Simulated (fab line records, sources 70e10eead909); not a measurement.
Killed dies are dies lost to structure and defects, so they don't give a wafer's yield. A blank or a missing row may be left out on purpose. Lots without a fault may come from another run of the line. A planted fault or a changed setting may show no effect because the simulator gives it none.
Which tool did it? | flow nand_harc | 12 lots, 35 wafers sampled, at 5 steps of a route of 1159

WHAT THE GAUGES READ, wafer by wafer
NHARC_END_SORT_01.
lot  | measured     | on        | killed_at_array | killed_at_other | killed_at_periphery | killed_dies | killed_open | killed_short
L260 | day 24 13:26 | prober-01 | 20 24           | 0 4             | 1 624               | 21 652      | 2 3         | 0 2
L261 | day 24 06:23 | prober-01 | 8 12 13         | 0 1 1           | 636 4 1             | 644 17 15   | 0 2 2       | 0 6 1
L263 | day 24 22:54 | prober-01 | 36 30 35        | 1 0 0           | 600 0 3             | 637 30 38   | 2 0 4       | 1 2 1
L266 | day 24 05:40 | prober-02 | 33 32 36        | 1 2 0           | 1 0 2               | 35 34 38    | 1 6 2       | 5 2 2
L269 | day 26 06:05 | prober-02 | 38 41 38        | 0 0 0           | 4 1 2               | 42 42 40    | 3 0 4       | 3 2 1

WHICH TOOL RAN EACH LOT (tool, then ch and the chambers of the sampled wafers, then the start)
lot  | NHARC_P_GATE_DESCUM_48             | NHARC_P_GATE_DESCUM_93             | NHARC_P_CONTACT_CMP_01        | NHARC_P_CONTACT_ETCH_35
L253 | rie_diel-04 ch 0,1,3, day 5 13:51  | rie_diel-13 ch 1,2,3, day 5 17:22  | cmp-03 ch 0,3, day 5 21:06    | rie_diel-08 ch 0,1, day 5 22:13
L254 | rie_diel-04 ch 0,2,3, day 5 13:55  | rie_diel-11 ch 1,2,3, day 5 17:29  | cmp-01 ch 0,1,3, day 5 21:58  | rie_diel-09 ch 0,2,3, day 5 23:02
L260 | rie_diel-11 ch 1,2, day 6 23:50    | rie_diel-04 ch 0,1, day 7 03:13    | cmp-02 ch 0,2, day 7 07:04    | rie_diel-08 ch 2,3, day 7 08:10
L261 | rie_diel-04 ch 0,3, day 7 12:37    | rie_diel-04 ch 1,2,3, day 7 16:05  | cmp-03 ch 1,2,3, day 7 20:22  | rie_diel-08 ch 1,2, day 7 21:16
L263 | rie_diel-11 ch 0,1,2, day 8 13:16  | rie_diel-13 ch 0,3, day 8 16:47    | cmp-02 ch 1,2, day 8 21:06    | rie_diel-08 ch 1,2, day 8 22:07
L266 | rie_diel-13 ch 0,1,3, day 8 14:17  | rie_diel-11 ch 0,1,3, day 8 17:46  | cmp-03 ch 0,1,3, day 8 21:53  | rie_diel-06 ch 0,2,3, day 8 23:00
L269 | rie_diel-04 ch 0,1,2, day 9 12:24  | rie_diel-11 ch 0,1,2, day 9 15:48  | cmp-02 ch 1,2,3, day 9 19:48  | rie_diel-06 ch 0,1,2, day 9 20:52
L270 | rie_diel-13 ch 0,2,3, day 9 18:50  | rie_diel-04 ch 1,2,3, day 9 22:19  | cmp-03 ch 0,1,3, day 10 02:05 | rie_diel-06 ch 0,3, day 10 03:07
L272 | rie_diel-04 ch 0,1,3, day 10 04:56 | rie_diel-11 ch 0,1,3, day 10 08:17 | cmp-03 ch 0,1,3, day 10 12:17 | rie_diel-06 ch 0,3, day 10 13:13
L271 | rie_diel-04 ch 1,2,3, day 10 06:31 | rie_diel-11 ch 0,2, day 10 10:00   | cmp-01 ch 0,1,2, day 10 13:56 | rie_diel-06 ch 1,3, day 10 14:59
L274 | rie_diel-11 ch 1,2, day 10 16:21   | rie_diel-11 ch 0,3, day 10 19:49   | cmp-01 ch 1,2, day 10 23:37   | rie_diel-06 ch 0,1, day 11 00:44
L275 | rie_diel-11 ch 0,3, day 11 08:50   | rie_diel-04 ch 1,2,3, day 11 12:21 | cmp-01 ch 0,1, day 11 16:30   | rie_diel-06 ch 1,3, day 11 17:36
- NHARC_P_GATE_DESCUM_48: chemistry O2, time 3 s.
- NHARC_P_GATE_DESCUM_93: chemistry O2, time 3 s.
- NHARC_P_CONTACT_CMP_01: polishes SiO2, target thk 200 nm.
- NHARC_P_CONTACT_ETCH_35: etches the open film in CF4, target depth 39 nm, time 65 s.

WHAT THE TOOLS THEMSELVES READ (means of the sampled wafers that have a number; where no wafer has one, the mark that the record gives instead)
NHARC_P_GATE_DESCUM_48.
lot  | tool        | drypump_motor_current_A (A) | oes_product_au (a.u.) | rf_vpp_V (V) | showerhead_plenum_p_Torr (Torr) | throttle_valve_pct (%)
L253 | rie_diel-04 | 5.4                         | 0.989                 | 58.0         | 1.88                            | 11.314
L254 | rie_diel-04 | 5.4                         | 0.997                 | 57.3         | 1.88                            | 11.311
L260 | rie_diel-11 | 5.8                         | 1.005                 | 56.7         | 1.92                            | 11.294
L261 | rie_diel-04 | 5.4                         | 0.995                 | 57.7         | 1.84                            | 11.303
L263 | rie_diel-11 | 5.7                         | 1.004                 | 57.4         | 1.88                            | 11.298
L266 | rie_diel-13 | 5.8                         | 0.991                 | 57.2         | 1.87                            | 11.316
L269 | rie_diel-04 | 5.7                         | 1.008                 | 58.1         | 1.87                            | 11.310
L270 | rie_diel-13 | 5.9                         | 0.994                 | 57.7         | 1.85                            | 11.305
L272 | rie_diel-04 | 5.4                         | 1.006                 | 57.1         | 1.88                            | 11.304
L271 | rie_diel-04 | 5.4                         | 1.006                 | 56.8         | 1.91                            | 11.307
L274 | rie_diel-11 | 5.7                         | 1.002                 | 58.0         | 1.92                            | 11.317
L275 | rie_diel-11 | 5.6                         | 1.008                 | 57.6         | 1.85                            | 11.312

NHARC_P_GATE_DESCUM_93.
lot  | tool        | drypump_motor_current_A (A) | oes_product_au (a.u.) | rf_vpp_V (V) | showerhead_plenum_p_Torr (Torr) | throttle_valve_pct (%)
L253 | rie_diel-13 | 5.9                         | 0.993                 | 56.9         | 1.83                            | 11.315
L254 | rie_diel-11 | 5.7                         | 1.006                 | 57.6         | 1.91                            | 11.316
L260 | rie_diel-04 | 5.7                         | 1.002                 | 58.1         | 1.85                            | 11.316
L261 | rie_diel-04 | 5.5                         | 0.999                 | 58.0         | 1.91                            | 11.319
L263 | rie_diel-13 | 5.8                         | 0.994                 | 57.5         | 1.90                            | 11.311
L266 | rie_diel-11 | 5.6                         | 1.004                 | 57.1         | 1.88                            | 11.313
L269 | rie_diel-11 | 5.6                         | 1.001                 | 57.5         | 1.88                            | 11.316
L270 | rie_diel-04 | 5.4                         | 1.003                 | 58.4         | 1.91                            | 11.313
L272 | rie_diel-11 | 5.6                         | 1.002                 | 57.3         | 1.87                            | 11.320
L271 | rie_diel-11 | 5.7                         | 1.001                 | 57.8         | 1.85                            | 11.319
L274 | rie_diel-11 | 5.6                         | 1.001                 | 57.4         | 1.83                            | 11.310
L275 | rie_diel-04 | 5.5                         | 1.012                 | 58.6         | 1.91                            | 11.312

NHARC_P_CONTACT_CMP_01.
lot  | tool   | motor_current_A (A)
L253 | cmp-03 | 11.8
L254 | cmp-01 | 11.8
L260 | cmp-02 | 11.9
L261 | cmp-03 | 13.0
L263 | cmp-02 | 10.7
L266 | cmp-03 | 12.2
L269 | cmp-02 | 11.0
L270 | cmp-03 | 12.4
L272 | cmp-03 | 12.2
L271 | cmp-01 | 12.0
L274 | cmp-01 | 13.4
L275 | cmp-01 | 12.5

NHARC_P_CONTACT_ETCH_35.
lot  | tool        | drypump_motor_current_A (A) | oes_product_au (a.u.) | rf_vpp_V (V) | showerhead_plenum_p_Torr (Torr) | throttle_valve_pct (%)
L253 | rie_diel-08 | 5.2                         | 1.008                 | 151.6        | 1.77                            | 13.285
L254 | rie_diel-09 | 5.1                         | 0.997                 | 151.4        | 1.77                            | 13.278
L260 | rie_diel-08 | 5.7                         | 0.903                 | 153.4        | 1.86                            | 13.299
L261 | rie_diel-08 | 5.7                         | 0.935                 | 153.1        | 1.86                            | 13.291
L263 | rie_diel-08 | 5.7                         | 0.934                 | 153.0        | 1.86                            | 13.289
L266 | rie_diel-06 | 5.5                         | 0.989                 | 151.2        | 1.77                            | 13.280
L269 | rie_diel-06 | 5.8                         | 0.992                 | 151.0        | 1.77                            | 13.287
L270 | rie_diel-06 | 5.6                         | 0.995                 | 151.7        | 1.73                            | 13.279
L272 | rie_diel-06 | 5.5                         | 0.993                 | 150.3        | 1.73                            | 13.275
L271 | rie_diel-06 | 5.5                         | 1.000                 | 152.6        | 1.88                            | 13.285
L274 | rie_diel-06 | 6.0                         | 1.002                 | 151.6        | 1.81                            | 13.277
L275 | rie_diel-06 | 5.5                         | 1.001                 | 152.8        | 1.88                            | 13.285

THE ANSWER, worked out from the rows above alone
Rule: what is usual is taken from the lots themselves. Put in order of their means at a reading, lots are off if they are a third of the lots or fewer, leave a main group of 4 or more, and stand apart from it by a gap of 3 or more times the standard deviation of the main group's means; of several such gaps the widest counts. A main group whose means are all the same, to the digits that the tables above print for the reading, isn't used. A lot without any number at a reading at which 4 lots or more have one is off too. The other lots that the step has rows for count as sound. The gauges are gone through in route order, then the tools' own readings, and for those a lot's mean is taken as printed above. The first step at which some lot is off is used, and at that step the reading that is off furthest; a lot without a number counts as furthest.
Off: L260, L261, L263, at NHARC_P_CONTACT_ETCH_35 (oes_product_au). The main group: mean 0.997 a.u., standard deviation 0.0056.
A tool fits if, at that step or a process step before it, it ran every lot that is off, and no sound lot after the first of them. One fits: rie_diel-08 at NHARC_P_CONTACT_ETCH_35. Its last sound lot is L253 (day 5 22:13), its first lot that is off L260 (day 7 08:10): a fault that began between those two fits.
The tool's own readings at NHARC_P_CONTACT_ETCH_35 bear it out: on the lots that are off they differ by more than 5 times the standard deviation of the sound lots' means. oes_product_au reads 0.924 a.u. there against 0.997 a.u. on the sound lots.

WHAT THE SIMULATOR HAD PUT IN
Process parameter drift: rie_diel-08, from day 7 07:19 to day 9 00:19, at NHARC_P_CONTACT_ETCH_35. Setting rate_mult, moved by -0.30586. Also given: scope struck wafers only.
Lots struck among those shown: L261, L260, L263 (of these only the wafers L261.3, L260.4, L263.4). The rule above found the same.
